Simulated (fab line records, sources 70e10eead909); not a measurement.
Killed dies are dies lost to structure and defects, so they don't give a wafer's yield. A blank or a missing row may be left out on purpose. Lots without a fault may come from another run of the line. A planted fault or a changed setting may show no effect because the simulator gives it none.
Chamber matching | flow nand_harc | NHARC_A_CONTACT_CMP_20 on cmp-01: 4 sister chambers
The step polishes, t overpolish 30 s, target thk 300 nm. 14 wafers are shown with their chamber, then 7 later ones without.

WAFERS WITH THEIR CHAMBER
wafer  | chamber | motor_current_A (A) | time_to_endpoint_s (s) | overpolish_run_s (s)
L076.1 | 3       | 12.8                | 62                     | 29.987
L076.4 | 0       | 14.0                | 55                     | 29.997
L076.5 | 3       | 12.5                | 65                     | 29.990
L079.1 | 1       | 10.2                | 55                     | 29.995
L079.2 | 3       | 13.0                | 60                     | 29.983
L079.3 | 0       | 13.7                | 55                     | 29.993
L084.2 | 2       | 13.4                | 62                     | 29.985
L084.3 | 0       | 13.1                | 53                     | 29.991
L084.6 | 3       | 12.4                | 60                     | 29.983
L091.1 | 0       | 13.4                | 55                     | 30.001
L091.2 | 1       | 9.8                 | 54                     | 30.007
L091.6 | 2       | 13.5                | 62                     | 29.992
L089.2 | 2       | 13.5                | 64                     | 29.999
L089.4 | 1       | 10.2                | 56                     | 29.990

SIGNATURES (means of the wafers above)
reading            | chamber 0 | chamber 1 | chamber 2 | chamber 3 | scatter within a chamber
motor_current_A    | 13.550    | 10.067    | 13.467    | 12.675    | 0.281
time_to_endpoint_s | 54.50     | 55.00     | 62.67     | 61.75     | 1.56
overpolish_run_s   | 29.99550  | 29.99733  | 29.99200  | 29.98575  | 0.00587
Rule: a wafer's distance from a chamber is the root of the sum, over the readings, of the square of ((its reading less the chamber's mean) divided by the reading's scatter). The wafer belongs to the nearest chamber; if the next one is less than 2 further off, it can't be placed. The scatter: the root of (the sum of the squares of (reading less its chamber's mean) over the shown wafers, divided by (wafers less chambers)).

WAFERS WITHOUT THEIR CHAMBER
wafer  | motor_current_A (A) | time_to_endpoint_s (s) | overpolish_run_s (s)
L089.6 | 9.9                 | 53                     | 30.000
L093.3 | 12.9                | 63                     | 29.997
L093.4 | 10.3                | 59                     | 29.975
L093.5 | 9.7                 | 60                     | 30.007
L095.2 | 14.1                | 55                     | 30.003
L095.5 | 10.0                | 56                     | 30.009
L095.6 | 12.9                | 61                     | 29.998

WHICH CHAMBER EACH WENT THROUGH
wafer  | from the rows above     | in truth
L089.6 | 1                       | 1
L093.3 | can't be placed: 2 or 3 | 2
L093.4 | 1                       | 1
L093.5 | 1                       | 1
L095.2 | 0                       | 0
L095.5 | 1                       | 1
L095.6 | can't be placed: 3 or 2 | 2
Placed correctly: 5 of 7. Can't be placed from these rows: 2 (the true chamber is among the candidates in 2). Placed wrongly: 0.
